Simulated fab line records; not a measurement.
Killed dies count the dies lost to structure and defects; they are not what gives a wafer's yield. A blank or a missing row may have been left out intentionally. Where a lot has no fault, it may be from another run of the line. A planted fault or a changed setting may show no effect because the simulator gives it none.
fab line records -- flow n5_finfet
[record] lots = 4, wafers = 12, last_day = 18
route steps=1938 shown BEOL_M1@802 BEOL_M2@841 PASSIVATION@1936
lots with no fault: from the same line, run without faults
start_h: the number of hours between the record's first day and the start of the first shown wafer of the lot -- wait_h: hours from the lot's prior step to this one -- " unchanged from the row above -- L1.1+2: one row covering several wafers at once -- - either no value or no given start -- * or withheld: withheld -- < > ~ a bound
route shown NAME@n: names a module that has steps shown in the file, with the first one's number in the route -- usual: average and standard deviation across the fault-free wafers -- same: alike in all rows -- chamber/n: place in a boat -- sites: per-site readings -- _std_site: standard deviation across them -- _edge_site: mean of outer sites minus mean of inner sites -- radius_mm: for every site, how far away it sits from the centre of the wafer -- mask NAME#n: copy n -- behind: the tool/chamber that last shaped the wafer -- hold: why the lot was held/for how many hours/how that ended -- device: the transistor (n, p or np) that didn't switch -- end of line: the route-end tests of the same wafers -- where a step has no rows: the recipe by itself -- killed: dies lost to structure and defects at the first sort, not the wafer's yield -- map: the dies of a wafer, with x for killed, . for not killed, _ for no die there
set.NAME: the setting that was run; set.NAME@STEP: the one run at that earlier step -- model.NAME: the simulator's own value behind a step, which no gauge read
lots at selected steps of the route; one table per step, one row per wafer
services: the hour from which a tool's chamber was out of use, counted from the record's first day as start_h (under 0 if before that day), plus the number of hours and why
[[steps]]
[step N5_BEOL_M1_STRIP_97]
[recipe] chemistry = N2/H2, time_s = 10, power_w = 450, temp_c = 40, pressure_mtorr = 20, rf_frequency_hz = 6e+07, bias_power_w = 7, n2_flow_sccm = 200, h2_flow_sccm = 200
[step N5_BEOL_M1_HM_STRIP_39]
[recipe] chemistry = peroxide_tin_strip, material = TiN, target_depth_a = 250, temp_c = 50, time_s = 158
[step N5_BEOL_M1_SRD_40]
[recipe] time_s = 30, temp_c = 23, rinse_liquid = diw, dry = ipa_marangoni
[step N5_BEOL_M1_PRECLEAN_42]
[recipe] chemistry = residue_remover, time_s = 60, temp_c = 40
[step N5_BEOL_M1_SRD_43]
[recipe] time_s = 30, temp_c = 23, rinse_liquid = diw, dry = ipa_marangoni
[step N5_BEOL_M1_DEGAS_44]
[recipe] ambient = vacuum, temp_c = 250, time_s = 60
[step N5_BEOL_M1_PRE_CLEAN_45]
[recipe] gas = H2/He, time_s = 30, temp_c = 250
[step N5_BEOL_M1_ALD_84]
[recipe] material = TaN, target_thk_a = *, temp_c = 275, ald_precursor_family = PDMAT, ald_co_reactant = NH3, pressure_torr = 3, carrier_flow_sccm = 1500, pulse_time_s = 2, purge_time_s = 3, co_reactant_purge_time_s = 2, co_reactant_pulse_time_s = 3, ald_cycles = 30, precursor_vessel_temp_c = 75, precursor_vessel_pressure_torr = 26.25, precursor_vessel_carrier_sccm = 1000
[step N5_BEOL_M1_SURFACE_TREAT_85]
[recipe] gas = Ar, time_s = *, ion_energy_ev = *, ion_current_ma_cm2 = 0.5, pressure_mtorr = *, ar_flow_sccm = 30
[step N5_BEOL_M1_CVD_47]
[recipe] material = Co, target_thk_a = 30, temp_c = withheld, precursor = CCTBA/H2, pressure_torr = 30, time_s = 223.8
[step N5_BEOL_M1_SPUTTER_48]
[recipe] material = Cu, target_thk_a = 45, temp_c = -20, chamber_pressure_pa = 0.07, power_w = withheld, time_s = 8.29
[usual] chuck_sensor_temp_C = -15.9/0.41, susceptor_temp_C = -20.02/0.1, throttle_valve_pct = 30.3/1.3
lot.wafer,tool,chamber,start_h,wait_h,chuck_sensor_temp_C,susceptor_temp_C,throttle_valve_pct
L644.2,pvd_sputter-03,-,124.99,0.2,-15.5,-19.90,31.4
L644.4,pvd_sputter-03,-,124.99,0.2,-16.3,-19.97,28.9
L644.5,pvd_sputter-03,-,124.99,0.2,-16.2,-19.81,28.5
L655.1,pvd_sputter-03,-,193.11,0.3,-16.0,-19.96,32.1
L655.2,pvd_sputter-03,-,193.11,0.3,-16.2,-20.12,28.5
L655.4,pvd_sputter-03,-,193.11,0.3,-15.4,-20.03,31.6
L656.2,pvd_sputter-03,-,215.54,1.3,-16.0,-20.15,32.0
L656.5,pvd_sputter-03,-,215.54,1.3,-16.3,-20.00,28.8
L656.6,pvd_sputter-03,-,215.54,1.3,-16.4,-20.01,28.7
L666.1,pvd_sputter-01,-,266.53,1.7,-16.1,-20.01,30.3
L666.3,pvd_sputter-01,-,266.53,1.7,-16.2,-19.76,31.4
L666.4,pvd_sputter-01,-,266.53,1.7,-15.9,-20.13,32.1
[step N5_BEOL_M1_ANNEAL_49]
[recipe] temp_c = 400, time_s = 240, ambient = vacuum
[step N5_BEOL_M1_SPUTTER_79]
[recipe] material = Cu, target_thk_a = 45, temp_c = -20, chamber_pressure_pa = 0.07, power_w = withheld, time_s = 8.29
[step N5_BEOL_M1_ANNEAL_80]
[recipe] temp_c = 400, time_s = 240, ambient = vacuum
[step N5_BEOL_M1_SPUTTER_81]
[recipe] material = Cu, target_thk_a = 45, temp_c = -20, chamber_pressure_pa = 0.07, power_w = withheld, time_s = 8.29
[step N5_BEOL_M1_ANNEAL_82]
[recipe] temp_c = 400, time_s = 240, ambient = vacuum
[step N5_BEOL_M1_SPUTTER_86]
[recipe] material = Cu, target_thk_a = 45, temp_c = -20, chamber_pressure_pa = 0.07, power_w = withheld, time_s = 8.29
[step N5_BEOL_M1_ANNEAL_87]
[recipe] temp_c = 400, time_s = 240, ambient = vacuum
[step N5_BEOL_M1_SPUTTER_88]
[recipe] material = Cu, target_thk_a = 45, temp_c = -20, chamber_pressure_pa = 0.07, power_w = withheld, time_s = 8.29
[step N5_BEOL_M1_ANNEAL_89]
[recipe] temp_c = 400, time_s = 240, ambient = vacuum
[step N5_BEOL_M1_SPUTTER_90]
[recipe] material = Cu, target_thk_a = 45, temp_c = -20, chamber_pressure_pa = 0.07, power_w = withheld, time_s = 8.29
[step N5_BEOL_M1_ANNEAL_91]
[recipe] temp_c = 400, time_s = 240, ambient = vacuum
[step N5_BEOL_M1_SPUTTER_92]
[recipe] material = Cu, target_thk_a = 45, temp_c = -20, chamber_pressure_pa = 0.07, power_w = withheld, time_s = 8.29
[step N5_BEOL_M1_ANNEAL_93]
[recipe] temp_c = 400, time_s = 240, ambient = vacuum
[step N5_BEOL_M1_SPUTTER_94]
[recipe] material = Cu, target_thk_a = 45, temp_c = -20, chamber_pressure_pa = 0.07, power_w = withheld, time_s = 8.29
[step N5_BEOL_M1_ANNEAL_95]
[recipe] temp_c = 400, time_s = 240, ambient = vacuum
[step N5_BEOL_M1_SPUTTER_96]
[recipe] material = Cu, target_thk_a = 45, temp_c = -20, chamber_pressure_pa = 0.07, power_w = withheld, time_s = 8.29
[step N5_BEOL_M1_ECD_50]
[recipe] material = Cu, target_thk_a = 3000
[step N5_BEOL_M1_ANNEAL_51]
[recipe] temp_c = 225, time_s = 90, ambient = N2
[step N5_BEOL_M1_CMP_52]
[recipe] stop_on = SiOC, t_overpolish_s = 6.8, down_force_psi = 1, platen_rpm = 50, clearing_platen_down_force_psi = 1.5, clearing_platen_rpm = 50, post_cmp_clean = cu_alkaline, target_thk_nm = 40, clearing_platen_pad_velocity_m_s = 0.99484, pad_velocity_m_s = 0.99484
[step N5_BEOL_M1_PRE_CLEAN_60]
[recipe] gas = NH3/H2, time_s = 15, temp_c = *, rf_power_w = 300
[step N5_BEOL_M1_CO_CAP_55]
[recipe] material = Co, target_thk_a = 20, temp_c = 200, precursor = CCTBA/H2, pressure_torr = 30, time_s = 102.1
[step N5_BEOL_M1_PRE_CLEAN_56]
[recipe] gas = NH3, time_s = 15, temp_c = withheld, rf_power_w = 300
[step N5_BEOL_M1_DEP_57]
[recipe] material = SiCN, target_thk_a = 80, temp_c = withheld, precursor = 3MS/NH3, pressure_torr = 3, rf_w = 202, time_s = 14
[step N5_BEOL_M2_ILD_DEP_00]
[recipe] material = SiOC, target_thk_a = 790, temp_c = 350, precursor = DEMS/O2, pressure_torr = 5, rf_w = 500, time_s = 15.3
[step N5_BEOL_M2_PECVD_72]
[recipe] material = SiO2, target_thk_a = 160, temp_c = 400, precursor = TEOS/O2, pressure_torr = 5.5, rf_w = 450, teos_flow_sccm = 53.8, gas = O2, flow_sccm = 3000, time_s = 18
[step N5_PASSIVATION_PROBE_49]
[usual] defect_limited_yield = 91.4/1.5, killed_at_M0_to_M3 = 34/10, killed_at_M4_up = 15/6, killed_at_contacts = 12/6, killed_at_front_end = 37/11, killed_at_other = 3.3/2.8, killed_dies = 101/18, killed_open = 66/14, killed_short = 33/7.8, sort_bin_5_function = 5.0/0.97, sort_bin_6_memory = 3.2/0.72, sort_n_pass = 1079/18, sort_yield_pct = 91.4/1.5
[same] gross_dies = 1180, killed_at_back_side = 0, sort_bin_4_leakage[%] = 0, sort_bin_8_speed[%] = 0
lot.wafer,tool,chamber,start_h,wait_h,defect_limited_yield[%],killed_at_M0_to_M3,killed_at_M4_up,killed_at_contacts,killed_at_front_end,killed_at_other,killed_dies,killed_open,killed_short,sort_bin_5_function[%],sort_bin_6_memory[%],sort_n_pass,sort_yield_pct[%]
L644.2,prober-02,-,288.34,0.1,92.3,21,12,14,32,12,91,58,31,4.6,2.8,1089,92.3
L644.4,prober-02,-,288.44,0.2,92.8,34,13,4,31,3,85,54,29,5.4,1.7,1095,92.8
L644.5,prober-02,-,288.49,0.2,93.1,24,15,4,33,6,82,57,25,4.6,2.1,1098,93.1
L655.1,prober-01,-,347.92,0.0,81.4,152,17,3,43,4,219,50,27,10.5,4.2,961,81.4
L655.2,prober-01,-,347.97,0.1,92.5,23,31,7,27,1,89,56,32,4.7,2.5,1091,92.5
L655.4,prober-01,-,348.07,0.2,91.5,32,18,10,38,2,100,65,33,5.4,2.5,1080,91.5
L656.2,prober-02,-,365.88,0.1,79.5,154,9,12,65,2,242,79,36,13.6,4.7,938,79.5
L656.5,prober-02,-,366.03,0.2,93.8,20,7,7,39,0,73,48,24,4.1,1.9,1107,93.8
L656.6,prober-02,-,366.08,0.3,89.4,45,10,8,61,1,125,74,51,6.9,3.2,1055,89.4
L666.1,prober-02,-,425.50,0.0,92.2,34,11,8,34,5,92,61,27,4.5,3.0,1088,92.2
L666.3,prober-02,-,425.60,0.1,91.3,35,12,7,44,5,103,68,34,5.2,3.4,1077,91.3
L666.4,prober-02,-,425.65,0.2,91.3,34,14,4,46,5,103,61,40,4.9,3.7,1077,91.3
// killed by level:class
L644.2 FIN_SAQP:geometric_particle:short=11 MOL_CONTACT_COAG:geometric_particle:open=11 BEOL_M6:geometric_particle:open=5 FIN_SAQP:geometric_particle:open=4 BEOL_M0_SAQP:geometric_particle:short=4 BEOL_M0_SAQP:geometric_particle:open=4 BEOL_M3:geometric_particle:open=4 PASS1_CAP:geometric_particle:short=4
L644.4 BEOL_M0_SAQP:geometric_particle:open=13 BEOL_M0_SAQP:geometric_particle:short=8 STARTING-WAFER:geometric_particle:open=6 GATE_CUT:geometric_particle:open=5 STARTING-WAFER:geometric_particle:short=5 BEOL_M4:geometric_particle:open=5 BEOL_M3:geometric_particle:open=4 FIN_SAQP:geometric_particle:short=3
L644.5 BEOL_M4:geometric_particle:open=12 BEOL_M0_SAQP:geometric_particle:open=8 FIN_SAQP:geometric_particle:open=7 FIN_SAQP:geometric_particle:short=6 BEOL_M0_SAQP:geometric_particle:short=5 BEOL_M1:geometric_particle:open=5 ILD0:geometric_particle:short=4 MOL_CONTACT_COAG:geometric_particle:open=4
L655.1 BEOL_M1:unspecified=132 FIN_SAQP:geometric_particle:open=11 BEOL_M4:geometric_particle:open=11 HKMG_FIN:area_etch=10 STI_FIN_REVEAL:geometric_particle:open=8 BEOL_M0_SAQP:geometric_particle:short=7 BEOL_M0_SAQP:geometric_particle:open=6 STI_FIN_REVEAL:geometric_particle:short=5
L655.2 BEOL_M4:geometric_particle:open=18 FIN_SAQP:geometric_particle:short=10 FIN_SAQP:geometric_particle:open=6 STI_FIN_REVEAL:geometric_particle:open=6 MOL_CONTACT_COAG:geometric_particle:open=6 BEOL_M0_SAQP:geometric_particle:short=5 BEOL_M3:geometric_particle:open=5 BEOL_M4:geometric_particle:short=5
L655.4 FIN_SAQP:geometric_particle:open=11 BEOL_M0_SAQP:geometric_particle:open=11 MOL_CONTACT_COAG:geometric_particle:open=9 STI_FIN_REVEAL:geometric_particle:open=7 BEOL_M4:geometric_particle:open=7 BEOL_M0_SAQP:geometric_particle:short=6 BEOL_M3:geometric_particle:open=6 FIN_SAQP:geometric_particle:short=5
L656.2 BEOL_M1:unspecified=126 FIN_SAQP:geometric_particle:open=16 STI_FIN_REVEAL:geometric_particle:open=12 BEOL_M0_SAQP:geometric_particle:open=11 FIN_SAQP:geometric_particle:short=10 MOL_CONTACT_COAG:geometric_particle:open=10 GATE_CUT:geometric_particle:short=8 BEOL_M0_SAQP:geometric_particle:short=6
L656.5 FIN_SAQP:geometric_particle:open=11 GATE_CUT:geometric_particle:short=5 BEOL_M0_SAQP:geometric_particle:open=5 BEOL_M0:geometric_particle:open=5 GATE_CUT:geometric_particle:open=4 MOL_CONTACT_COAG:geometric_particle:short=4 BEOL_M2:geometric_particle:open=3 DUMMY_GATE:geometric_particle:open=3
L656.6 FIN_SAQP:geometric_particle:open=13 BEOL_M0_SAQP:geometric_particle:short=13 BEOL_M0_SAQP:geometric_particle:open=13 FIN_SAQP:geometric_particle:short=10 DUMMY_GATE:geometric_particle:open=9 GATE_CUT:geometric_particle:short=9 BEOL_M3:geometric_particle:open=7 MOL_CONTACT_COAG:geometric_particle:open=5
L666.1 FIN_SAQP:geometric_particle:open=12 DUMMY_GATE:geometric_particle:open=9 BEOL_M0_SAQP:geometric_particle:open=7 BEOL_M3:geometric_particle:open=7 MOL_CONTACT_COAG:geometric_particle:open=5 BEOL_M0_SAQP:geometric_particle:short=5 BEOL_M2:geometric_particle:open=5 BEOL_M4:geometric_particle:open=4
L666.3 FIN_SAQP:geometric_particle:short=13 BEOL_M0_SAQP:geometric_particle:open=11 BEOL_M0_SAQP:geometric_particle:short=9 FIN_SAQP:geometric_particle:open=8 DUMMY_GATE:geometric_particle:open=8 MOL_CONTACT_COAG:geometric_particle:open=6 BEOL_M3:geometric_particle:open=6 BEOL_M5:geometric_particle:open=4
L666.4 FIN_SAQP:geometric_particle:short=14 BEOL_M0_SAQP:geometric_particle:short=13 FIN_SAQP:geometric_particle:open=10 BEOL_M0_SAQP:geometric_particle:open=8 DUMMY_GATE:geometric_particle:open=6 BEOL_M6:geometric_particle:open=5 STI_FIN_REVEAL:geometric_particle:open=4 BEOL_M2:geometric_particle:open=4
// map L655.1 (x killed, . not)
_________________.x......x..x________________
______________.................._____________
___________...x..........x.........__________
__________.................x........_________
________x..........................xx._______
_______..........x...............x.....______
______......x...............xx.x........_____
_____.............x...........xxxxxxxxxx.____
____.....x.................x.xxxxxxxxxxxx.___
___x.......x.........x....x.xxxxxxxxxxxxx..__
___..x...................xxxxxxxxxxxxxxx...__
__....x.......xx..........xxxxxxxxxxxxxxxx.x_
__.x...............x..x..xx.xxxxxxxxxxxxx..._
_........................xx.xxxxxxxxxxxx.xxxx
_...........................xxxxxxxxxxxxx...x
_.......................x....xxxxxxxxx...x.x.
_......x...........x.x.......xxx.xxxx.x....x.
_....x......................x..xxxx.x........
_.....x.....................x....x....x.....x
_.x..........x............x.....x.....x...x..
_...................x....x...................
__..............x..x.....x.......x.........._
__........x.............x...............x..x_
___.......................x..x......x....x.__
___...x....x.........................x...x.__
____.......x..............................___
_____.....x........x......x..............____
______..x.........................x....x_____
_______.............x.....x..x.........______
________.............................._______
__________........x...........x....._________
___________.........x.....x........__________
______________.x................_____________
_________________.....x......________________
// map L656.2 (x killed, . not)
_________________..x....x.x..________________
______________.x................_____________
___________....x.....xx...x........__________
__________.......x............x..x.._________
________.......x.................x...x_______
_______x......x....x.xx.x...xx...xx.x..______
______x.........x.........xx...x.x....x._____
_____.......................x.xxxxxx..x..____
____......................x...xx.xxxx.x...___
___..x....x...............xxxxxxxxxxxxxxx..__
___................x...x...xxxxxxxxxxxxx.x.__
__.........................xxxxxxxxxxxxx.x.._
__.x...x........x..x....x.xxxxxxxxxxxxxxx..._
_.....x.....x..............xxxxxxxxxxxxx.....
_x.x....................x..xxxxxxxxxxxxxx....
_.........x......x.........xxxxxxxxxx.xx.x...
_...............x.....x....x.xxxxx.xxx.x.....
_..x......x.x............x...x...xx.x........
_......x.....x.x.............x....x..........
_..............xx.....................x......
_........x.....x.......x..........x..........
__....x....x.x....................x........._
__x...x..............................x......_
___..........x.....x........x.............x__
___..................................x.....__
____..x............x....x...x....x.....x..___
_____....x.....x....x...............x.x..____
______.x....x.......x..........xx......._____
_______x........x..............x.x.....______
________......x.........x.........x..._______
__________....x...xxx.xx...........x_________
___________........x...........x...__________
______________x................._____________
_________________x.......x.x.________________
[[services]]
tool,chamber,start_h,hours,kind
pvd_sputter-03,-,144.93,4.2,repair
pvd_sputter-03,-,178.36,1.0,repair
[[key]]
[first_sign] step = N5_PASSIVATION_PROBE_49, reading = killed_at_M0_to_M3, direction = up, sigmas = 11, usual = 34, struck = 153
[effect] step = N5_PASSIVATION_PROBE_49, reading = defect_limited_yield, direction = down, sigmas = 7.3, usual = 91.4, struck = 80.5
[more_kills_born_at] N5_BEOL_M1_SPUTTER_48@pvd_sputter-03 = 258
met_at N5_BEOL_M1_SPUTTER_48
struck_wafers L655.1,L656.2
[baseline_loss] step = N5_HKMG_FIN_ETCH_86, wafers = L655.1
[fault] kind = chamber_particle_source, tool = pvd_sputter-03, chamber = -, onset_h = 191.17, steps = N5_BEOL_M1_SPUTTER_48, rate_per_visit_cm2 = 1.0625, end_h = 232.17, scope = struck_wafers_only
// baseline_loss: these wafers lose ten dies or more at that step, a loss of the line's own and not of a fault; the sort's usual values leave them out
